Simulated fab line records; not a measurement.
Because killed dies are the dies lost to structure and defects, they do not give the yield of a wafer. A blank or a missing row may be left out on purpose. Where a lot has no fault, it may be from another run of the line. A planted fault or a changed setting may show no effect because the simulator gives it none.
Problem report in the 8D (eight disciplines) form, filled by code :: flow n5-finfet :: the parts of the form that need people (team, actions taken, sign-off) are left out

## 1. WHAT WENT WRONG
At N5_DUMMY_REMOVAL_PRECLEAN_08, temp-c averages 30.48 C over 3 wafers from 2 lots, while fault-free wafers read 30.00 C, standard deviation 0.1. That is +4.8 standard deviations from the usual mean.
The step: cleans in NF3:NH3, afs cycles 2, time 20 s, sublimation time 60 s.
Earliest sighting: wafer L997.6 on remote-plasma-01 at day 5 21:49. At this step, 27 wafers from 10 lots have a number in the record. By rule, "out" or "out of limits" means more than 4 standard deviations away from the usual mean. The other wafers with a number count as sound.

## 2. WHAT THIS IS AND IS NOT
question: which readings at this step
is: temp-c
is not: rf-power-w

question: which lots
is: L997, L999
is not: L101, L103, L104, L109, L110, L111, L112, L990

question: which wafers of those lots
is: all that have a number
is not: -

question: read on which tools
is: remote-plasma-01
is not: remote-plasma-02

question: when
is: from day 5 21:49
is not: up to then (3 sound wafers); but 21 sound wafers of L101, L103, L104, L109, L110, L111, L112 came after

## 3. WHAT RULES OUT EACH SUSPECT
Counting: any tool at a process step up to the reading is kept as a suspect provided that every lot that is out went through it and no sound lot did after the first of them.
- rie-diel-02 at N5_SDB_ETCH_17 (etches SiARC in CF4, target depth 23.4 nm, time 39 s): kept. Every lot that is out went through it, starting with L997 (day 5 17:36), and after that it ran no sound lot; the last sound lot it ran before then is L990 (day 4 02:41).
- remote-plasma-01 at N5_DUMMY_REMOVAL_PRECLEAN_08 (cleans in NF3:NH3, afs cycles 2, time 20 s, sublimation time 60 s): ruled out as a lasting fault. Sound lots L111, L112 ran on it after its first lot that is out, L997 (day 5 21:49).
After counting, what remains is rie-diel-02 at N5_SDB_ETCH_17.

## 4. THE CAUSE (what the simulator had put in)
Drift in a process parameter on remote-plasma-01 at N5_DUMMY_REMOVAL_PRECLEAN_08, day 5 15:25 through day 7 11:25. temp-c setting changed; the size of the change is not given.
Counting ruled it out, wrongly.

## 5. THE EFFECT CHAIN, in route order
One row per reading whose mean, taken over the struck wafers that have a number, lies over 3 standard deviations from the usual. Only readings for which the record gives a usual standard deviation are gone through. hours: the time from each lot's start at the first step in this table that gives one to its start at this step, as a median over the lots. sigmas: the change in usual standard deviations.
hours: 0
step: N5_DUMMY_REMOVAL_PRECLEAN_08
reading: temp-c
usual: 30.00 C
on struck wafers: 30.48
change: +0.48
sigmas: +4.8
Process steps it contains:
- N5_DUMMY_REMOVAL_PRECLEAN_08: cleans in NF3:NH3, afs cycles 2, time 20 s, sublimation time 60 s.
At these later measuring or inspecting steps, every struck wafer for which the step has a row has a number for every such reading, and none has moved that far: N5_BEOL_M4_RC_MEAS_101.

## 6. HOW IT WOULD HAVE BEEN CAUGHT EARLIER
First out-of-limits reading in this record: day 5 21:49, which is 6 hours after fault onset at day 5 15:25.
